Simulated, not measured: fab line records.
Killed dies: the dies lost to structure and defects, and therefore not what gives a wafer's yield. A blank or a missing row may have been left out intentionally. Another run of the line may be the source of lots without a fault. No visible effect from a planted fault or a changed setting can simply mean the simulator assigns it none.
Matching of chambers | flow n5 finfet | N5_MIM_TOP_ETCH_PECVD_03 on pecvd-04: 3 sister chambers
The step deposits SiNx from SiH4/NH3/N2, target thk 20 nm, time 17.6 s. 6 wafers are shown with their chamber, then 7 later ones without.

== WAFERS PAIRED WITH THEIR CHAMBERS ==
wafer  | chamber | throttle valve pct (%) | showerhead plenum p Torr (Torr)
L076.4 | 0       | 45.1                   | 5.15
L079.2 | 0       | 45.0                   | 5.15
L079.3 | 1       | 37.7                   | 5.17
L083.5 | 1       | 37.7                   | 5.18
L094.1 | 2       | 39.4                   | 5.08
L094.4 | 2       | 39.4                   | 5.07

== WAFERS MISSING THEIR CHAMBER ==
wafer  | throttle valve pct (%) | showerhead plenum p Torr (Torr)
L094.6 | 45.1                   | 5.15
L095.2 | 36.4                   | 5.16
L095.3 | 45.1                   | 5.16
L095.6 | 39.7                   | 5.08
L096.1 | 36.5                   | 5.16
L096.2 | 45.3                   | 5.15
L096.5 | 45.1                   | 5.15

== THE CHAMBER EACH PASSED THROUGH ==
wafer  | from the rows above | in truth
L094.6 | 0                   | 0
L095.2 | 1                   | 1
L095.3 | 0                   | 0
L095.6 | 2                   | 2
L096.1 | 1                   | 1
L096.2 | 0                   | 0
L096.5 | 0                   | 0
Correctly placed: 7 of 7. From these rows, 0 cannot be placed. Number placed wrongly: 0.
How it was worked out, from the rows above alone: a wafer's distance from a chamber is the root of the sum, over the readings, of the square of ((its reading less the chamber's mean) divided by the reading's scatter). If the next closest chamber is less than 2 further off than the closest, the wafer can't be placed; otherwise it belongs to the closest. Each chamber's mean is taken over the wafers shown for it. The scatter: the root of (the sum of the squares of (reading less its chamber's mean) over the shown wafers, divided by (wafers less chambers)).
